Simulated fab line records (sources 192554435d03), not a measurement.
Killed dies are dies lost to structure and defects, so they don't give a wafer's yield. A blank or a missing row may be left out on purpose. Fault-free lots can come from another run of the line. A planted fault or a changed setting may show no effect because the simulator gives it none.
Struck lot and sound lot, side by side ; flow n5_finfet ; 15 steps out of a route of 1938
Sound: wafers L893.2, L893.3, L893.4. Struck: wafer L907.1 (left out: L907.3, a lot-mate that was not struck); the cause follows at the end.
Per side, at each step with rows, come the tool, then ch with its chambers, and then its first start. Under that, the readings that differ: sound wafers ; struck wafers ; difference of the means ; sigmas: that difference in standard deviations of wafers without a fault.
alike: readings with means less than 2 such deviations apart, plus words and numbers identical on both sides. not compared: withheld readings, readings lacking a value on some wafer, bounds such as >300 that could conceal the same value, and numbers that have no deviation in the record and whose values overlap.
Wherever a step has rows on one side only, a row that says differs or no value, or a row with sigmas, the two part there. Numbers that don't overlap but have no deviation are shown without sigmas and don't part them. A reading missing from all wafers of one side parts the sides only when that side holds two or more wafers.

N5_HKMG_FIN_ETCH_86: etches SOC in N2/H2, stops on TiN, target depth 393.2 nm.
  sound on rie_diel-06 ch 0,2,3, day 5 07:17; struck on rie_diel-02 ch 1, day 8 17:58
reading;sound;struck;difference;sigmas
rf_hours_counter_h (h);26 212 190;216;+73;
  alike: drypump_motor_current_A, oes_product_au, rf_vpp_V, showerhead_plenum_p_Torr, throttle_valve_pct
N5_HKMG_FIN_STRIP_89: strips SOC in N2/H2, time 20 s.
  sound on rie_diel-06 ch 0,2,3, day 5 07:20; struck on rie_diel-02 ch 1, day 8 18:01
reading;sound;struck;difference;sigmas
rf_hours_counter_h (h);26 212 190;216;+73;
  alike: bias_power_w, drypump_motor_current_A, oes_product_au, rf_vpp_V, showerhead_plenum_p_Torr, throttle_valve_pct
then, 1 step without rows for these wafers: N5_HKMG_FIN_WET_ETCH_87 (etches TiN in SC1, time 154.2 s, target depth 4.7 nm, rinse time 30 s).
N5_HKMG_FIN_STRIP_88: strips in N2/H2, time 360 s.
  sound on plasma_asher-01 ch 0,1, day 5 07:32; struck on plasma_asher-02 ch 1, day 8 18:13
  alike: drypump_motor_current_A, heater_power_w
  not compared: rf_hours_counter_h
N5_HKMG_FIN_NWFM_ALD_20: deposits TiAlC, target thk 2 nm, pulse time 3 s, purge time 2 s.
  sound on ald_metal-03 ch 0,1,3, day 5 07:55; struck on ald_metal-02 ch 1, day 8 18:35
reading;sound;struck;difference;sigmas
precursor_pulse_height_rel;1.013 1.025 1.029;0.937;-0.085;-4
  alike: heater_power_w
  not compared: ald_cycles
then, 5 steps without rows for these wafers: N5_HKMG_FIN_ALD_71 (deposits TiN, target thk 1 nm, pulse time 1 s, purge time 3 s); N5_HKMG_FIN_COAT_66 (time 60 s, resist thk 300 nm); N5_HKMG_FIN_ETCH_67 (etches SOC in N2/H2, stops on TiN, target depth 388.9 nm); N5_HKMG_FIN_STRIP_90 (strips SOC in N2/H2, time 20 s); N5_HKMG_FIN_WET_ETCH_73 (etches the open film in SC1, time 42.3 s, target depth 1.3 nm, rinse time 30 s).
N5_HKMG_FIN_ETCHBACK_68: etches the open film in Cl2/Ar, stops on HfO2, target depth 0.5 nm.
  sound on rie_metal-02 ch 0, day 5 08:38; struck on rie_metal-02 ch 0, day 8 19:15
reading;sound;struck;difference;sigmas
rf_hours_counter_h (h);- - -;128;no value on the sound wafers;
  alike: drypump_motor_current_A, mfc_ar_sccm, oes_product_au, throttle_valve_pct
then, 1 step without rows for these wafers: N5_HKMG_FIN_STRIP_69 (strips in N2/H2, time 360 s).
N5_HKMG_FIN_ALD_21: deposits TiN, target thk 1.5 nm, pulse time 1 s, purge time 3 s.
  sound on ald_metal-04 ch 0,1,2, day 5 09:15; struck on ald_metal-03 ch 0, day 8 19:46
reading;sound;struck;difference;sigmas
ald_cycles;68 68 68;31;-37;
model.TiN_of_HKMG_FIN_ALD_21.thk_nm (nm);1.6 1.6 1.6;0.6;-1.0;
  alike: heater_power_w, precursor_pulse_height_rel
then, 1 step without rows for these wafers: N5_HKMG_FIN_ALD_72 (deposits W, target thk 2 nm, pulse time 1 s, purge time 2 s).
-- the record jumps here: 4 days lie between the struck wafers' starts before and after (it left off in module HKMG_FIN and takes up again in module BEOL_M4, whose first step shown is number 1111 of the route) --
N5_BEOL_M4_RC_MEAS_101:
  sound on prober-02 ch 0, day 9 03:25; struck on prober-01 ch 0, day 13 01:14
  alike: DIBL_N, DIBL_P, IOFF_N, IOFF_P, ION_N, ION_P, SS_N, SS_P, VT_N, VT_P

== WHERE THEY PART ==
Earliest at N5_HKMG_FIN_NWFM_ALD_20; latest, in this record, at N5_HKMG_FIN_ETCHBACK_68. Later steps at which nothing parts them and some readings are alike: N5_HKMG_FIN_ALD_21, N5_BEOL_M4_RC_MEAS_101.

WHY: whatever the simulator had introduced
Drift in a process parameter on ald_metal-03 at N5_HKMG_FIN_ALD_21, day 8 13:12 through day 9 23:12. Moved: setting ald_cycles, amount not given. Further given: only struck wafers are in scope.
